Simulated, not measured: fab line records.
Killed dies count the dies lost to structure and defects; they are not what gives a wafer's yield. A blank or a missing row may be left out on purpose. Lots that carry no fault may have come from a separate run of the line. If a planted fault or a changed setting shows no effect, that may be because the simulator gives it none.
Which tool did it? | flow n5Finfet | 14 lots with 41 wafers sampled at 3 steps, on a route of 1938 steps

WHAT THE GAUGES READ, wafer by wafer
N5_BEOL_M10_THK_MEAS_53: measures by xrf.
lot  | measured     | on           | M10_THK (nm)
L289 | day 10 03:46 | filmMetro-01 | 139.2 136.0
L290 | day 10 07:49 | filmMetro-01 | 134.9 132.2 137.2
L291 | day 10 15:28 | filmMetro-02 | 137.0 140.8 138.0
L294 | day 11 04:47 | filmMetro-02 | 131.8 133.6 139.8
L293 | day 11 06:05 | filmMetro-02 | 134.5 134.0 139.4
L295 | day 11 12:18 | filmMetro-02 | 137.9 139.6 138.3
L296 | day 11 13:56 | filmMetro-01 | 136.9 132.9 141.4
L299 | day 12 14:39 | filmMetro-02 | 138.6 139.7 136.6
L301 | day 13 04:17 | filmMetro-01 | 138.2 134.4 136.3
L300 | day 13 04:55 | filmMetro-02 | 135.7 142.6 139.0
L306 | day 14 00:58 | filmMetro-02 | 135.9 137.5 138.1
L311 | day 15 13:32 | filmMetro-01 | 138.9 138.9 140.0
L310 | day 15 17:17 | filmMetro-02 | 137.7 138.8 136.8
L312 | day 15 18:22 | filmMetro-02 | 132.6 139.3 132.9

N5_BEOL_M10_RS_MEAS_57: uses a four-point probe to measure.
lot  | measured     | on           | M10_RS (ohm/sq)
L289 | day 10 03:55 | filmMetro-01 | 0.151 0.155
L290 | day 10 08:05 | filmMetro-01 | 0.156 0.160 0.153
L291 | day 10 15:35 | filmMetro-01 | 0.153 0.147 0.151
L294 | day 11 04:55 | filmMetro-02 | 0.160 0.157 0.149
L293 | day 11 06:14 | filmMetro-02 | 0.155 0.157 0.150
L295 | day 11 12:26 | filmMetro-01 | 0.151 0.150 0.151
L296 | day 11 14:04 | filmMetro-02 | 0.155 0.161 0.149
L299 | day 12 14:47 | filmMetro-02 | 0.150 0.149 0.152
L301 | day 13 04:27 | filmMetro-01 | 0.152 0.156 0.154
L300 | day 13 05:05 | filmMetro-02 | 0.155 0.145 0.149
L306 | day 14 01:06 | filmMetro-02 | 0.153 0.151 0.150
L311 | day 15 13:41 | filmMetro-01 | 0.153 0.153 0.151
L310 | day 15 17:26 | filmMetro-01 | 0.153 0.152 0.153
L312 | day 15 18:30 | filmMetro-01 | 0.157 0.149 0.157

TOOL THAT RAN EACH LOT (tool first, then ch and the chambers of the sampled wafers, then the start)
lot  | N5_BEOL_M10_CURE_72
L289 | uvCure-01 ch 1, day 10 01:10
L290 | uvCure-01 ch 0, day 10 04:49
L291 | uvCure-02 ch 0, day 10 12:51
L294 | uvCure-01 ch 2, day 11 01:21
L293 | uvCure-01 ch 1, day 11 04:16
L295 | uvCure-03 ch 2, day 11 08:12
L296 | uvCure-03 ch 0, day 11 11:32
L299 | uvCure-01 ch 1, day 12 11:35
L301 | uvCure-02 ch 2, day 13 01:51
L300 | uvCure-03 ch 2, day 13 02:22
L306 | uvCure-03 ch 2, day 13 22:54
L311 | uvCure-02 ch 2, day 15 09:29
L310 | uvCure-02 ch 0, day 15 10:17
L312 | uvCure-03 ch 1, day 15 16:14
- N5_BEOL_M10_CURE_72: cures SiCOH lowk, time 120 s.

AS READ BY THE TOOLS THEMSELVES (means over the sampled wafers that have a number; for cases with no such wafer, the mark the record gives instead)
N5_BEOL_M10_CURE_72.
lot  | tool      | lampPowerPct (%) | wafer_temp_C_max
L289 | uvCure-01 | 52.23            | 372.3
L290 | uvCure-01 | 52.38            | 371.7
L291 | uvCure-02 | 52.31            | 371.7
L294 | uvCure-01 | 52.34            | 371.2
L293 | uvCure-01 | 52.34            | 371.9
L295 | uvCure-03 | 52.34            | 372.1
L296 | uvCure-03 | 52.27            | 371.4
L299 | uvCure-01 | 52.35            | 371.9
L301 | uvCure-02 | 52.31            | 372.0
L300 | uvCure-03 | 52.35            | 371.9
L306 | uvCure-03 | 52.33            | 371.7
L311 | uvCure-02 | 52.36            | 371.7
L310 | uvCure-02 | 52.30            | 371.7
L312 | uvCure-03 | 52.35            | 371.2

THE ANSWER, worked out from the rows above alone
Rule: the lots themselves supply what counts as usual. Put in order of their means at a reading, lots are off if they are a third of the lots or fewer, leave a main group of 4 or more, and stand apart from it by a gap of 3 or more times the standard deviation of the main group's means; of several such gaps the widest counts. A main group whose means are all the same, to the digits that the tables above print for the reading, isn't used. A lot without any number at a reading at which 4 lots or more have one is off too. Where the step has rows for the other lots, those lots are counted as sound. The gauges are gone through in route order, then the tools' own readings, and for those a lot's mean is taken as printed above. The first step at which some lot is off is used, and at that step the reading that is off furthest; a lot without a number counts as furthest.
Nothing can be told from this: no lot is off at any reading shown.

WHAT HAD BEEN PUT IN BY THE SIMULATOR
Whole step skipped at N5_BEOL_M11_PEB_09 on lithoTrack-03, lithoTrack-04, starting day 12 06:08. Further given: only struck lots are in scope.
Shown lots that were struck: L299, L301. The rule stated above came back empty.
